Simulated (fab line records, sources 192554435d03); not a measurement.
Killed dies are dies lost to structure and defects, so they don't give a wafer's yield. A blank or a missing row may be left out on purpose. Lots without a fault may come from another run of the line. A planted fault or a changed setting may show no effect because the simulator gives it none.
Which tool did it? | flow n5_finfet | 11 lots, 32 wafers sampled, at 4 steps of a route of 1938

WHAT THE GAUGES READ, wafer by wafer
N5_BEOL_M10_INSPECT_58: inspects for defects (darkfield).
lot  | measured     | on                | raw_defect_count
L306 | day 10 01:42 | defect_inspect-02 | 44 48 81
L307 | day 10 16:56 | defect_inspect-02 | 87 58 71
L309 | day 10 22:10 | defect_inspect-01 | 37 45 71
L308 | day 11 15:58 | defect_inspect-01 | 89 80 86
L311 | day 12 07:42 | defect_inspect-02 | 44 58 85
L314 | day 13 01:32 | defect_inspect-01 | 61 73
L323 | day 15 04:43 | defect_inspect-02 | 73 59 80
L325 | day 15 14:39 | defect_inspect-01 | 135 95 109
L326 | day 15 18:07 | defect_inspect-01 | 74 66 67
L327 | day 16 07:40 | defect_inspect-02 | 89 64 66
L328 | day 16 11:28 | defect_inspect-02 | 58 43 61

WHICH TOOL RAN EACH LOT (tool, then ch and the chambers of the sampled wafers, then the start)
lot  | N5_BEOL_M10_ETCH_65                | N5_BEOL_M10_SURFACE_TREAT_76 | N5_BEOL_M10_CVD_75
L306 | rie_diel-01 ch 0,1, day 9 22:55    | pvd_sputter-03, day 10 00:31 | cvd_co-02 ch 0,1,2, day 10 00:34
L307 | rie_diel-01 ch 0,3, day 10 14:06   | pvd_sputter-03, day 10 15:41 | cvd_co-01 ch 0,2, day 10 15:45
L309 | rie_diel-01 ch 2,3, day 10 17:44   | pvd_sputter-01, day 10 20:54 | cvd_co-01 ch 0,1, day 10 20:58
L308 | rie_diel-04 ch 1,2,3, day 11 12:08 | pvd_sputter-02, day 11 14:04 | cvd_co-02 ch 0,1,2, day 11 14:19
L311 | rie_diel-06 ch 0,2, day 12 04:29   | pvd_sputter-03, day 12 06:19 | cvd_co-01 ch 0,1,2, day 12 06:26
L314 | rie_diel-01 ch 0,2, day 12 22:11   | pvd_sputter-03, day 13 00:18 | cvd_co-02 ch 0, day 13 00:24
L323 | rie_diel-01 ch 0,3, day 15 01:41   | pvd_sputter-03, day 15 03:16 | cvd_co-01 ch 0,2, day 15 03:23
L325 | rie_diel-04 ch 1,2, day 15 10:12   | pvd_sputter-03, day 15 13:10 | cvd_co-02 ch 0,1,2, day 15 13:15
L326 | rie_diel-04 ch 0,2,3, day 15 15:00 | pvd_sputter-03, day 15 16:33 | cvd_co-01 ch 2, day 15 16:39
L327 | rie_diel-01 ch 0,2,3, day 16 03:57 | pvd_sputter-03, day 16 06:11 | cvd_co-02 ch 0,1,2, day 16 06:16
L328 | rie_diel-01 ch 0,1,2, day 16 08:25 | pvd_sputter-02, day 16 10:08 | cvd_co-01 ch 0,2, day 16 10:11
- N5_BEOL_M10_ETCH_65: etches SiARC in CF4, target depth 39 nm, time 65 s.
- N5_BEOL_M10_SURFACE_TREAT_76
- N5_BEOL_M10_CVD_75: deposits Co from CCTBA/H2, target thk 2 nm, time 138.9 s.

THE ANSWER, worked out from the rows above alone
Rule: what is usual is taken from the lots themselves. Put in order of their means at a reading, lots are off if they are a third of the lots or fewer, leave a main group of 4 or more, and stand apart from it by a gap of 3 or more times the standard deviation of the main group's means; of several such gaps the widest counts. A main group whose means are all the same, to the digits that the tables above print for the reading, isn't used. A lot without any number at a reading at which 4 lots or more have one is off too. The other lots that the step has rows for count as sound.
No lot is off at any reading shown: from this, nothing can be told.

WHAT THE SIMULATOR HAD PUT IN
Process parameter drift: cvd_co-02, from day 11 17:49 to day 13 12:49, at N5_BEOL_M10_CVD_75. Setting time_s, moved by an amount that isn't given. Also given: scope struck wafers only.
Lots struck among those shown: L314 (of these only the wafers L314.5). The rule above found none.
